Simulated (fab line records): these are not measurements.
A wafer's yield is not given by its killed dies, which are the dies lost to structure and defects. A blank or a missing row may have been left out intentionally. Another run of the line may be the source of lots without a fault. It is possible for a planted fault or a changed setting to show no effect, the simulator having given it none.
The tool behind it: which one? -- flow n5_finfet -- 24 lots (72 wafers sampled), 1 step of a 1938-step route

== WHAT THE GAUGES SHOWED, per wafer ==
N5_BEOL_M1_THK_MEAS_01. Usual: M1_ILD_THK gives 79.3 nm (standard deviation 1.2).
lot,measured,on,M1_ILD_THK (nm),flag
L074,day 6 10:35,film_metro-01,76.7 78.0 77.8,
L075,day 6 13:26,film_metro-01,78.9 79.4 80.3,
L076,day 6 15:29,film_metro-01,79.5 79.5 80.2,
L077,day 6 20:23,film_metro-01,78.7 79.0 80.7,
L078,day 7 08:10,film_metro-02,79.0 81.0 80.0,
L079,day 7 08:29,film_metro-02,77.9 80.5 79.1,
L080,day 7 14:31,film_metro-02,78.9 80.6 82.2,
L081,day 8 03:34,film_metro-01,77.0 79.7 79.0,
L082,day 8 06:31,film_metro-01,77.2 79.1 78.3,
L084,day 8 13:39,film_metro-01,78.4 77.8 79.9,
L083,day 8 16:23,film_metro-01,79.5 79.0 80.8,
L085,day 9 06:39,film_metro-01,78.4 80.0 79.1,
L086,day 9 11:31,film_metro-01,77.1 77.4 78.7,
L087,day 9 13:14,film_metro-02,80.2 79.5 80.8,
L088,day 9 21:23,film_metro-01,77.0 77.4 79.4,
L089,day 10 03:25,film_metro-02,78.7 79.9 80.1,
L091,day 10 06:44,film_metro-01,78.9 78.5 81.7,
L090,day 10 09:35,film_metro-01,78.9 80.1 81.9,
L092,day 10 15:27,film_metro-01,76.2 79.3 77.3,
L093,day 10 19:58,film_metro-01,77.8 80.8 79.1,
L094,day 11 07:14,film_metro-02,79.0 80.2 79.0,
L095,day 11 09:13,film_metro-02,78.9 79.9 77.7,
L097,day 11 18:53,film_metro-02,80.0 81.4 80.8,
L096,day 11 21:32,film_metro-02,78.6 79.4 80.7,

== WHAT TOOL EACH LOT RAN ON (gives the tool, then ch and the chambers of the sampled wafers, and finally the start) ==
Record: no process step prior to these readings.

== WHAT THE TOOLS THEMSELVES READ (means of the sampled wafers that have a number; where no wafer has one, the mark that the record gives instead) ==
The record holds no such reading with a usual standard deviation.

== THE ANSWER, worked out from the rows above alone ==
Rule: a lot is off if the mean of its wafers that have a number lies more than 3 standard deviations from the usual mean. A lot without any number at a reading at which 4 lots or more have one is off too. All remaining lots with rows at the step are treated as sound. Order of review: gauges by route order, followed by the tools' own readings, for which a lot's mean as printed above is used. At the first step where some lot is off, the reading lying furthest off is the one used; lots without a number count as furthest.
Nothing can be told from this: no lot is off at any reading shown.

== WHAT WAS PUT IN BY THE SIMULATOR ==
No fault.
